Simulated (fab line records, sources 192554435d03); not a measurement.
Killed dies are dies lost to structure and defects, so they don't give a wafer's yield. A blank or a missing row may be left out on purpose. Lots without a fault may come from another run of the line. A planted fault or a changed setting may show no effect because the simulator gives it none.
fab line records | flow n5_finfet | part 1 of 2: steps 1 to 20 of 31
record lots=5 wafers=15 last_day=19
route steps=1938 shown MOL_CONTACT_COAG@534
lots that met no fault: from a run of the same line without faults
start_h: hours from the record's first day to the start of the lot's first wafer shown | wait_h: hours since the lot's step before | " the same as in the row above | L1.1+2: a row that stands for several wafers | - no value, or no start given | * or withheld: withheld | < > ~ a bound
route shown NAME@n: a module of which the file shows steps, and the number in the route of the first | usual: mean/standard deviation of fault-free wafers | same: alike in all rows | chamber/n: place in a boat | sites: the reading at each site | _std_site: their standard deviation | _edge_site: outer sites' mean less inner sites' | radius_mm: how far each site lies from the wafer's centre | mask NAME#n: copy n | behind: the tool/chamber that last shaped the wafer | hold: why the lot was held/for how many hours/how that ended | device: the transistor (n, p or np) that didn't switch | end of line: the same wafers' tests at the end of the route | a step without rows: its recipe alone | killed: dies lost to structure and defects at the first sort, not the wafer's yield | map: a wafer's dies, x killed, . not, _ none there
set.NAME: the setting as run; set.NAME@STEP: as run at that earlier step | model.NAME: the simulator's own value behind a step, which no gauge read
lots at some steps of the route; a table a step, a row a wafer
services: from which hour (start_h, from the record's first day; less than 0 if before it) a tool's chamber was out of use, for how many hours, and why
## steps
# step N5_MOL_CONTACT_COAG_STRIP_108
# recipe chemistry=N2/H2 temp_c=40 n2_flow_sccm=200 h2_flow_sccm=200 rf_frequency_hz=6e+07
# columns lot.wafer tool chamber start_h wait_h
L079.2+3+6 rie_diel-02 0,3,1 116.77 0.0
L080.2+4+5 rie_diel-02 1,2,0 126.14 0.0
L086.1+3+4 rie_diel-02 2,3,0 167.04 0.0
L087.1+2+3 rie_diel-05 1,3,2 168.39 0.0
L095.2+3+6 rie_diel-04 1,2,2 219.22 0.0
# step N5_MOL_CONTACT_COAG_CONTACT_ETCH_14
# recipe chemistry=C4F6/O2 target=SiO2 target_depth_a=275 overetch_a=85 mask_material=SOC pressure_mtorr=30 source_w=370 bias_w=185 Ar_flow_sccm=300 C4F6_flow_sccm=16 O2_flow_sccm=10 time_s=20 ion_energy_ev=259.6
# usual drypump_motor_current_A=5.7/0.43 oes_product_au=0.63/0.037 rf_vpp_V=693/3.6 showerhead_plenum_p_Torr=2.88/0.1 throttle_valve_pct=21.33/0.27
# columns lot.wafer tool chamber start_h wait_h drypump_motor_current_A oes_product_au rf_hours_counter_h rf_vpp_V showerhead_plenum_p_Torr throttle_valve_pct
L079.2 rie_diel-02 0 116.78 0.0 5.8 0.61 221 688 2.74 21.21
L079.3 " 3 " " 4.9 0.61 194 692 2.84 21.16
L079.6 " 1 " " 5.8 0.63 - 695 2.97 21.38
L080.2 rie_diel-02 1 126.15 0.0 5.8 0.62 184 698 2.97 21.37
L080.4 " 2 " " 6.4 0.72 51 698 3.05 21.20
L080.5 " 0 " " 5.8 0.61 - 687 2.74 21.22
L086.1 rie_diel-02 2 167.05 0.0 6.4 0.71 62 698 3.04 21.23
L086.3 " 3 " " 4.9 0.60 210 692 2.83 21.15
L086.4 " 0 " " 5.8 0.61 238 687 2.73 21.25
L087.1 rie_diel-05 1 168.40 0.0 6.5 0.59 229 688 2.75 21.58
L087.2 " 3 " " 6.1 0.65 158 691 2.88 21.35
L087.3 " 2 " " 5.5 0.63 193 695 2.96 21.02
L095.2 rie_diel-04 1 219.23 0.0 5.3 0.61 224 694 2.98 21.76
L095.3 " 2 " " 6.1 0.62 204 688 2.75 21.22
L095.6 " 2 " " 6.0 0.62 - 687 2.75 21.23
# step N5_MOL_CONTACT_COAG_STRIP_109
# recipe chemistry=C4F6/O2 resist=SiARC rf_frequency_hz=6e+07
# columns lot.wafer tool chamber start_h wait_h
L079.2+3+6 rie_diel-02 0,3,1 116.80 0.0
L080.2+4+5 rie_diel-02 1,2,0 126.17 0.0
L086.1+3+4 rie_diel-02 2,3,0 167.07 0.0
L087.1+2+3 rie_diel-05 1,3,2 168.43 0.0
L095.2+3+6 rie_diel-04 1,2,2 219.25 0.0
# step N5_MOL_CONTACT_COAG_ETCH_15
# recipe chemistry=CH3F/O2 target=SiNx target_depth_a=70 mask_material=SOC stop_on=Si:P over_etch_frac=0.75 ion_energy_ev=120 pressure_mtorr=30 source_w=395 bias_w=73 Ar_flow_sccm=150 CH3F_flow_sccm=30 O2_flow_sccm=20
# usual drypump_motor_current_A=5.7/0.43 oes_product_au=0.54/0.032 rf_vpp_V=299/5.4 showerhead_plenum_p_Torr=2.00/0.075 throttle_valve_pct=16.42/0.25
# columns lot.wafer tool chamber start_h wait_h drypump_motor_current_A oes_product_au rf_hours_counter_h rf_vpp_V showerhead_plenum_p_Torr throttle_valve_pct
L079.2 rie_diel-02 0 116.81 0.0 5.8 0.53 221 298 1.90 16.33
L079.3 " 3 " " 4.9 0.53 194 306 1.97 16.32
L079.6 " 1 " " 5.8 0.54 - 296 2.06 16.47
L080.2 rie_diel-02 1 126.18 0.0 5.8 0.54 184 297 2.06 16.48
L080.4 " 2 " " 6.4 0.62 51 306 2.12 16.21
L080.5 " 0 " " 5.8 0.52 - 299 1.90 16.33
L086.1 rie_diel-02 2 167.08 0.0 6.4 0.60 62 305 2.12 16.23
L086.3 " 3 " " 4.9 0.52 210 306 1.97 16.33
L086.4 " 0 " " 5.8 0.52 238 299 1.89 16.35
L087.1 rie_diel-05 1 168.44 0.0 6.5 0.50 229 297 1.90 16.60
L087.2 " 3 " " 6.1 0.55 158 299 2.00 16.43
L087.3 " 2 " " 5.5 0.54 193 300 2.06 16.16
L095.2 rie_diel-04 1 219.26 0.0 5.3 0.52 224 299 2.07 16.82
L095.3 " 2 " " 6.1 0.53 204 293 1.91 16.31
L095.6 " 2 " " 6.1 0.53 - 291 1.91 16.31
# step N5_MOL_CONTACT_COAG_ETCH_110
# recipe chemistry=CF4/O2 target=Si target_depth_a=25 time_s=8 pressure_mtorr=100 source_w=200 bias_w=12 ion_energy_ev=60 Ar_flow_sccm=100 cf4_flow_sccm=100 O2_flow_sccm=10
# usual drypump_motor_current_A=5.7/0.43 oes_product_au=0.73/0.053 rf_vpp_V=128.2/2.4 showerhead_plenum_p_Torr=2.22/0.079 throttle_valve_pct=10.89/0.25
# columns lot.wafer tool chamber start_h wait_h drypump_motor_current_A oes_product_au rf_hours_counter_h rf_vpp_V showerhead_plenum_p_Torr throttle_valve_pct
L079.2 rie_diel-02 0 116.87 0.0 5.8 0.70 221 129.2 2.11 10.84
L079.3 " 3 " " 4.9 0.73 194 130.4 2.21 10.88
L079.6 " 1 " " 5.8 0.71 - 126.9 2.29 10.94
L080.2 rie_diel-02 1 126.24 0.0 5.8 0.71 184 127.6 2.29 10.96
L080.4 " 2 " " 6.4 0.86 51 131.0 2.35 10.57
L080.5 " 0 " " 5.8 0.70 - 128.5 2.11 10.85
L086.1 rie_diel-02 2 167.14 0.0 6.4 0.86 62 131.8 2.35 10.60
L086.3 " 3 " " 4.9 0.73 210 131.0 2.20 10.93
L086.4 " 0 " " 5.8 0.69 238 130.3 2.11 10.89
L087.1 rie_diel-05 1 168.50 0.0 6.5 0.66 229 127.8 2.11 11.06
L087.2 " 3 " " 6.1 0.75 158 127.3 2.22 10.88
L087.3 " 2 " " 5.5 0.73 193 127.4 2.29 10.73
L095.2 rie_diel-04 1 219.32 0.0 5.3 0.68 224 128.9 2.30 11.27
L095.3 " 2 " " 6.0 0.72 204 126.4 2.12 10.76
L095.6 " 2 " " 6.1 0.73 - 124.3 2.12 10.76
# step N5_MOL_CONTACT_COAG_STRIP_98
# recipe chemistry=N2/H2 power_w=500 temp_c=40 pressure_mtorr=50 rf_frequency_hz=6e+07 overash_fraction=0.3 bias_power_w=8 h2_frac=0.5 n2_flow_sccm=300 h2_flow_sccm=300
# usual drypump_motor_current_A=5.8/0.43 n2_flow_sccm=299.9/0.91 oes_product_au=0.74/0.048 rf_vpp_V=54.1/1.6 showerhead_plenum_p_Torr=3.36/0.13 throttle_valve_pct=18.98/0.28
# columns lot.wafer tool chamber start_h wait_h drypump_motor_current_A n2_flow_sccm oes_product_au rf_hours_counter_h rf_vpp_V showerhead_plenum_p_Torr throttle_valve_pct
L079.2 rie_diel-02 0 116.92 0.0 5.8 300.0 0.71 221 54.3 3.17 18.94
L079.3 " 3 " " 4.9 298.9 0.74 194 52.7 3.35 18.98
L079.6 " 1 " " 5.8 301.0 0.73 - 53.3 3.49 19.07
L080.2 rie_diel-02 1 126.29 0.0 5.8 299.0 0.72 184 54.5 3.49 19.06
L080.4 " 2 " " 6.4 301.0 0.85 51 55.2 3.57 18.83
L080.5 " 0 " " 5.8 300.6 0.71 - 56.2 3.17 18.93
L086.1 rie_diel-02 2 167.19 0.0 6.4 298.6 0.84 62 56.7 3.56 18.79
L086.3 " 3 " " 4.9 299.2 0.72 210 53.5 3.34 18.99
L086.4 " 0 " " 5.7 301.0 0.70 238 52.6 3.16 18.97
L087.1 rie_diel-05 1 168.55 0.0 6.5 299.5 0.66 229 55.3 3.17 19.26
L087.2 " 3 " " 6.1 300.1 0.75 158 54.9 3.34 18.73
L087.3 " 2 " " 5.5 301.5 0.73 193 52.3 3.49 19.04
L095.2 rie_diel-04 1 219.37 0.0 5.3 300.2 0.71 224 54.0 3.46 19.19
L095.3 " 2 " " 6.1 299.1 0.73 204 52.1 3.22 19.11
L095.6 " 2 " " 6.0 298.7 0.73 - 56.8 3.22 19.13
# step N5_MOL_CONTACT_COAG_CD_MEAS_99
# recipe target_cd_nm=17.2 polarity=opening
# usual cd_nm=17.1/0.42
# columns lot.wafer tool chamber start_h wait_h cd_nm
L079.2 cd_sem-01 - 116.99 - 16.9
L079.3 " - " " 17.5
L079.6 " - " " 16.8
L080.2 cd_sem-01 - 126.36 - 17.0
L080.4 " - " " 17.0
L080.5 " - " " 17.0
L086.1 cd_sem-01 - 167.26 - 16.8
L086.3 " - " " 17.2
L086.4 " - " " 16.6
L087.1 cd_sem-03 - 168.62 - 17.8
L087.2 " - " " 17.7
L087.3 " - " " 17.3
L095.2 cd_sem-03 - 219.44 - 16.5
L095.3 " - " " 17.4
L095.6 " - " " 16.9
# step N5_MOL_CONTACT_COAG_IMPLANT_129
# recipe species=Ge energy_kev=3 dose_cm2=6e+14 tilt_deg=0 rotation_deg=0
# usual tilt_deg=0.003/0.019
# columns lot.wafer tool chamber start_h wait_h tilt_deg
L079.2 implanter-02 0 117.06 0.1 -0.027
L079.3 " 0 " " -0.018
L079.6 " 0 " " -0.010
L080.2 implanter-02 0 126.43 0.1 0.004
L080.4 " 0 " " -0.021
L080.5 " 0 " " 0.013
L086.1 implanter-02 0 167.29 0.0 -0.022
L086.3 " 0 " " -0.013
L086.4 " 0 " " -0.012
L087.1 implanter-01 0 168.65 0.0 0.031
L087.2 " 0 " " -0.003
L087.3 " 0 " " 0.009
L095.2 implanter-01 0 219.51 0.1 -0.005
L095.3 " 0 " " -0.006
L095.6 " 0 " " 0.039
# step N5_MOL_CONTACT_COAG_PRECLEAN_111
# recipe chemistry=NF3:NH3 afs_cycles=1 temp_c=30 time_s=20 sublimation_temp_c=180 sublimation_time_s=60 pressure_torr=3 rf_power_w=30
# same afs_cycles=1
# columns lot.wafer tool chamber start_h wait_h
L079.2+3+6 remote_plasma-02 0 117.49 0.4
L080.2+4+5 remote_plasma-01 1 126.99 0.5
L086.1+3+4 remote_plasma-01 1 167.83 0.5
L087.1+2+3 remote_plasma-01 0 168.87 0.2
L095.2+3+6 remote_plasma-01 1 219.72 0.2
# step N5_MOL_CONTACT_COAG_TI_SIL_19
# recipe material=Ti target_thk_a=42 temp_c=200 chamber_pressure_pa=5 power_w=5000 time_s=15
# usual throttle_valve_pct=30.2/0.94
# columns lot.wafer tool chamber start_h wait_h throttle_valve_pct
L079.2 pvd_sputter-01 - 117.76 0.2 30.2
L079.3 " - " " 30.6
L079.6 " - " " 30.8
L080.2 pvd_sputter-02 - 127.87 0.8 30.4
L080.4 " - " " 29.4
L080.5 " - " " 29.5
L086.1 pvd_sputter-02 - 168.15 0.3 29.9
L086.3 " - " " 31.7
L086.4 " - " " 29.7
L087.1 pvd_sputter-01 - 169.15 0.2 30.2
L087.2 " - " " 28.3
L087.3 " - " " 30.5
L095.2 pvd_sputter-01 - 219.93 0.2 30.5
L095.3 " - " " 30.2
L095.6 " - " " 28.0
# step N5_MOL_CONTACT_COAG_ALD_20
# recipe material=TiN target_thk_a=15 temp_c=400 ald_precursor_family=TiCl4 ald_co_reactant=NH3 pulse_time_s=1 purge_time_s=3 co_reactant_purge_time_s=2 co_reactant_pulse_time_s=2 ald_cycles=68 pressure_torr=3
# usual heater_power_w=851/96 precursor_pulse_height_rel=1.000/0.018
# columns lot.wafer tool chamber start_h wait_h heater_power_w precursor_pulse_height_rel
L079.2 ald_metal-01 3 117.88 0.1 841 0.989
L079.3 " 0 " " 983 1.015
L079.6 " 3 " " 860 1.016
L080.2 ald_metal-01 2 127.99 0.1 880 0.999
L080.4 " 0 " " 1011 1.038
L080.5 " 1 " " 699 0.985
L086.1 ald_metal-01 3 168.29 0.1 847 0.977
L086.3 " 1 " " 696 1.014
L086.4 " 0 " " 1008 1.028
L087.1 ald_metal-01 1 169.27 0.1 707 1.008
L087.2 " 2 " " 899 0.979
L087.3 " 3 " " 852 0.991
L095.2 ald_metal-01 0 220.05 0.1 1004 1.006
L095.3 " 1 " " 711 1.013
L095.6 " 3 " " 855 0.960
# step N5_MOL_CONTACT_COAG_SIL_ANNEAL_21
# recipe temp_c=550 time_s=60 ambient=N2
# usual lamp_power_pct=6.28/0.19 lamp_zone_2_pct=6.28/0.19 lamp_zone_3_pct=6.28/0.19 wafer_temp_C_max=552.2/0.55
# columns lot.wafer tool chamber start_h wait_h lamp_power_pct lamp_zone_2_pct lamp_zone_3_pct wafer_temp_C_max
L079.2 rtp_anneal-01 0 118.37 0.3 6.06 6.05 6.05 551.7
L079.3 " 0 " " 6.06 6.06 6.06 551.9
L079.6 " 0 " " 6.06 6.06 6.05 551.8
L080.2 rtp_anneal-02 0 128.39 0.2 6.44 6.44 6.44 552.3
L080.4 " 0 " " 6.44 6.44 6.44 552.6
L080.5 " 0 " " 6.45 6.45 6.44 552.1
L086.1 rtp_anneal-01 0 168.66 0.2 6.06 6.05 6.06 551.4
L086.3 " 0 " " 6.06 6.06 6.05 551.9
L086.4 " 0 " " 6.07 6.06 6.06 551.2
L087.1 rtp_anneal-02 0 169.64 0.2 6.44 6.43 6.44 552.7
L087.2 " 0 " " 6.43 6.43 6.44 552.9
L087.3 " 0 " " 6.45 6.45 6.43 552.7
L095.2 rtp_anneal-02 0 220.46 0.2 6.45 6.44 6.45 553.2
L095.3 " 0 " " 6.43 6.44 6.45 552.1
L095.6 " 0 " " 6.43 6.45 6.43 553.1
# step N5_MOL_CONTACT_COAG_PRE_CLEAN_141
# recipe gas=H2/He time_s=60 temp_c=300
# usual heater_power_w=473/48
# columns lot.wafer tool chamber start_h wait_h heater_power_w
L079.2 pvd_sputter-03 - 118.93 0.5 405
L079.3 " - " " 510
L079.6 " - " " 406
L080.2 pvd_sputter-01 - 129.22 0.8 505
L080.4 " - " " 481
L080.5 " - " " 408
L086.1 pvd_sputter-03 - 169.27 0.6 505
L086.3 " - " " 404
L086.4 " - " " 440
L087.1 pvd_sputter-01 - 171.91 2.2 399
L087.2 " - " " 478
L087.3 " - " " 500
L095.2 pvd_sputter-02 - 221.63 1.1 426
L095.3 " - " " 553
L095.6 " - " " 569
# step N5_MOL_CONTACT_COAG_SPUTTER_143
# recipe material=Co target_thk_a=25 temp_c=25 chamber_pressure_pa=0.2
# usual throttle_valve_pct=30.2/0.96
# columns lot.wafer tool chamber start_h wait_h throttle_valve_pct
L079.2 pvd_sputter-03 - 118.99 0.0 31.2
L079.3 " - " " 30.0
L079.6 " - " " 31.2
L080.2 pvd_sputter-01 - 129.28 0.0 30.5
L080.4 " - " " 28.2
L080.5 " - " " 30.1
L086.1 pvd_sputter-03 - 169.33 0.0 29.8
L086.3 " - " " 31.4
L086.4 " - " " 31.6
L087.1 pvd_sputter-01 - 171.97 0.0 30.2
L087.2 " - " " 28.4
L087.3 " - " " 30.5
L095.2 pvd_sputter-02 - 221.69 0.0 29.7
L095.3 " - " " 30.2
L095.6 " - " " 30.1
# step N5_MOL_CONTACT_COAG_CO_FILL_22
# recipe material=Co target_thk_a=200 temp_c=200 precursor=CCTBA/H2 pressure_torr=30
# usual heater_power_w=241/21
# columns lot.wafer tool chamber start_h wait_h heater_power_w
L079.2 cvd_co-01 0 119.19 0.1 228
L079.3 " 2 " " 265
L079.6 " 0 " " 232
L080.2 cvd_co-02 0 129.40 0.1 234
L080.4 " 0 " " 236
L080.5 " 1 " " 245
L086.1 cvd_co-02 0 169.45 0.1 232
L086.3 " 1 " " 212
L086.4 " 2 " " 227
L087.1 cvd_co-01 1 172.09 0.1 274
L087.2 " 2 " " 267
L087.3 " 0 " " 229
L095.2 cvd_co-01 0 221.81 0.1 238
L095.3 " 2 " " 265
L095.6 " 0 " " 234
# step N5_MOL_CONTACT_COAG_ANNEAL_113
# recipe temp_c=400 time_s=300 ambient=H2/N2
# usual lamp_power_pct=2.71/0.08 lamp_zone_2_pct=2.71/0.08 lamp_zone_3_pct=2.71/0.079 wafer_temp_C_max=401.6/0.4
# columns lot.wafer tool chamber start_h wait_h lamp_power_pct lamp_zone_2_pct lamp_zone_3_pct wafer_temp_C_max
L079.2 rtp_anneal-02 0 119.95 0.5 2.77 2.77 2.77 401.4
L079.3 " 0 " " 2.77 2.77 2.77 401.6
L079.6 " 0 " " 2.76 2.77 2.77 402.0
L080.2 rtp_anneal-02 0 130.47 0.8 2.77 2.77 2.77 401.5
L080.4 " 0 " " 2.77 2.77 2.77 402.4
L080.5 " 0 " " 2.77 2.77 2.76 401.7
L086.1 rtp_anneal-01 0 170.07 0.3 2.60 2.60 2.60 400.9
L086.3 " 0 " " 2.60 2.60 2.61 400.8
L086.4 " 0 " " 2.60 2.61 2.60 401.1
L087.1 rtp_anneal-02 0 172.70 0.3 2.77 2.77 2.77 401.4
L087.2 " 0 " " 2.77 2.77 2.77 401.8
L087.3 " 0 " " 2.77 2.77 2.76 402.0
L095.2 rtp_anneal-02 0 222.59 0.5 2.77 2.77 2.77 401.7
L095.3 " 0 " " 2.76 2.77 2.77 402.4
L095.6 " 0 " " 2.77 2.77 2.77 402.6
# step N5_MOL_CONTACT_COAG_PRE_CLEAN_142
# recipe gas=H2/He time_s=60 temp_c=300
# usual heater_power_w=478/47
# columns lot.wafer tool chamber start_h wait_h heater_power_w
L079.2 pvd_sputter-03 - 121.87 1.8 525
L079.3 " - " " 398
L079.6 " - " " 402
L080.2 pvd_sputter-02 - 134.39 3.8 555
L080.4 " - " " 431
L080.5 " - " " 549
L086.1 pvd_sputter-02 - 172.00 1.8 567
L086.3 " - " " 475
L086.4 " - " " 433
L087.1 pvd_sputter-03 - 175.33 2.5 407
L087.2 " - " " 445
L087.3 " - " " 508
L095.2 pvd_sputter-02 - 224.19 1.5 421
L095.3 " - " " 557
L095.6 " - " " 487
# step N5_MOL_CONTACT_COAG_SPUTTER_130
# recipe material=Co target_thk_a=475 temp_c=25 chamber_pressure_pa=0.5 power_w=3000
# usual throttle_valve_pct=30.3/1
# columns lot.wafer tool chamber start_h wait_h throttle_valve_pct
L079.2 pvd_sputter-03 - 121.93 0.0 29.7
L079.3 " - " " 31.3
L079.6 " - " " 31.4
L080.2 pvd_sputter-02 - 134.45 0.0 30.5
L080.4 " - " " 29.3
L080.5 " - " " 30.3
L086.1 pvd_sputter-02 - 172.06 0.0 30.3
L086.3 " - " " 30.0
L086.4 " - " " 29.8
L087.1 pvd_sputter-03 - 175.39 0.0 31.5
L087.2 " - " " 31.8
L087.3 " - " " 29.9
L095.2 pvd_sputter-02 - 224.25 0.0 29.5
L095.3 " - " " 30.3
L095.6 " - " " 29.9
# step N5_MOL_CONTACT_COAG_PRECLEAN_125
# recipe chemistry=DIW time_s=57.5 temp_c=23
# columns lot.wafer tool chamber start_h wait_h
L079.2+3+6 wet_bench-05 1,5,2 122.06 0.1
L080.2+4+5 wet_bench-02 3,2,0 134.58 0.1
L086.1+3+4 wet_bench-06 4,5,7 172.24 0.1
L087.1+2+3 wet_bench-05 1,0,7 175.52 0.1
L095.2+3+6 wet_bench-06 3,4,6 224.41 0.1
# step N5_MOL_CONTACT_COAG_SRD_126
# recipe dry_time_s=32 dry=n2_spin spin_rpm=1500
# columns lot.wafer tool chamber start_h wait_h
L079.2+3+6 wet_bench-05 1,5,2 122.08 0.0
L080.2+4+5 wet_bench-02 3,2,0 134.60 0.0
L086.1+3+4 wet_bench-06 4,5,7 172.25 0.0
L087.1+2+3 wet_bench-05 1,0,7 175.54 0.0
L095.2+3+6 wet_bench-06 3,4,6 224.43 0.0
